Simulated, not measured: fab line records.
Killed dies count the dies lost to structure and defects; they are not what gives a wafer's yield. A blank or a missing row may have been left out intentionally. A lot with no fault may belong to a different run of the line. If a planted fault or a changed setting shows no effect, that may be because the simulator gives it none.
A struck lot beside a sound one | flow n5-finfet | 18 steps out of a route of 1938
Sound: these wafers, L489.1, L489.3, L489.6. Struck: wafers L496.2, L496.3, L496.6. The cause is named last.
Order at every step that has rows: each side's tool, ch and its chambers, its first start. Under that, the readings that differ: sound wafers | struck wafers | difference of the means | sigmas: that difference in standard deviations of wafers without a fault.
alike: a reading whose means differ by less than 2 such deviations, as well as words and numbers matching on both sides. not compared: withheld readings; readings where some wafer has no value; bounds like >300 that might hide an equal value; numbers whose values overlap and for which the record gives no deviation.
The two part at a step that has a row with sigmas, a row that says differs or no value, or rows on one side only. Numbers that have no deviation but don't overlap get no sigmas and don't part them. A reading missing from all wafers of one side parts the sides only when that side holds two or more wafers.

N5_BEOL_M10_RS_MEAS_57: the measuring method here is four-point-probe.
  sound: film-metro-01 at day 12 04:50; struck: film-metro-02 at day 14 01:23
  alike: M10_RS
N5_BEOL_M10_INSPECT_58: inspects for defects (darkfield).
  sound: defect-inspect-01 at day 12 04:51; struck: defect-inspect-01 at day 14 01:25
  alike: raw-defect-count
N5_BEOL_M11_ILD_DEP_00: deposits SiCOH lowk from DEMS/porogen, target thk 308.51 nm, time 58 s.
  sound on pecvd-03 ch 1,2, day 12 04:53; struck on pecvd-01 ch 0,1, day 14 01:27
  alike: heater-power-outer-w, heater-power-w, showerhead-plenum-p-Torr, throttle-valve-pct
N5_BEOL_M11_CURE_71: cures SiCOH lowk, time 240 s.
  sound on uv-cure-02 ch 1, day 12 04:58; struck on uv-cure-01 ch 0, day 14 01:50
  reading          | sound             | struck            | difference | sigmas
  wafer_temp_C_max | 388.2 387.8 388.0 | 386.7 386.6 386.6 | -1.4       | -2
  alike: lamp-power-pct
N5_BEOL_M11_THK_MEAS_01:
  sound: film-metro-02 at day 12 05:29; struck: film-metro-01 at day 14 02:16
  alike: M11_ILD_THK
N5_BEOL_M11_PECVD_70: deposits SiO2 from TEOS/O2, target thk 20 nm, time 22.7 s.
  sound on pecvd-03 ch 1,2, day 12 05:31; struck on pecvd-03 ch 1,2, day 14 02:19
  alike: heater-power-outer-w, heater-power-w, showerhead-plenum-p-Torr, throttle-valve-pct
N5_BEOL_M11_HM_DEP_02: deposits TiN, target thk 20 nm.
  sound: pvd-sputter-02 at day 12 07:13; struck: pvd-sputter-03 at day 14 03:16
  alike: substrate-temp-c, throttle-valve-pct
then, 5 steps without rows for these wafers: N5_BEOL_M11_COAT_59 (time 60 s, resist thk 100 nm); N5_BEOL_M11_COAT_60 (time 60 s, resist thk 30 nm); N5_BEOL_M11_COAT_05 (resist thk 90 nm); N5_BEOL_M11_EBR_07; N5_BEOL_M11_SOFTBAKE_06 (time 60 s).
N5_BEOL_M11_EXPOSE_08: exposes mask M11.
  sound on arfi-scanner-03 ch 0, day 12 07:35; struck on arfi-scanner-01 ch 0, day 14 03:39
  reading                          | sound       | struck         | difference | sigmas
  model.BEOL_M11.overlay-x-nm (nm) | 0.2 0.2 0.2 | 17.8 17.8 17.8 | +17.6      |
  alike: mask
then, 2 steps without rows for these wafers: N5_BEOL_M11_PEB_09 (peb time 60 s); N5_BEOL_M11_DEVELOP_10 (develop time 30 s).
N5_BEOL_M11_CD_MEAS_11 targets a cd of 64.1 nm.
  sound on cd-sem-01 ch 0, day 12 07:42; struck on cd-sem-02 ch 0, day 14 03:46
  alike: cd-nm
N5_BEOL_M11_OVL_MEAS_12:
  sound on overlay-02 ch 0, day 12 07:44; struck on overlay-02 ch 0, day 14 03:48
  reading      | sound        | struck         | difference | sigmas
  M11_OVL (nm) | 0.3 -0.3 0.8 | 18.2 18.3 18.9 | +18.2      | +22
N5_BEOL_M11_INSPECT_13: inspects for defects (brightfield).
  sound: defect-inspect-02 at day 12 07:46; struck: defect-inspect-02 at day 14 03:49
  alike: raw-defect-count

## WHERE THEY PART
First at N5_BEOL_M11_CURE_71; last, within this record, at N5_BEOL_M11_OVL_MEAS_12. Later steps at which nothing parts them and some readings are alike: N5_BEOL_M11_INSPECT_13.

WHY: what had been put in by the simulator
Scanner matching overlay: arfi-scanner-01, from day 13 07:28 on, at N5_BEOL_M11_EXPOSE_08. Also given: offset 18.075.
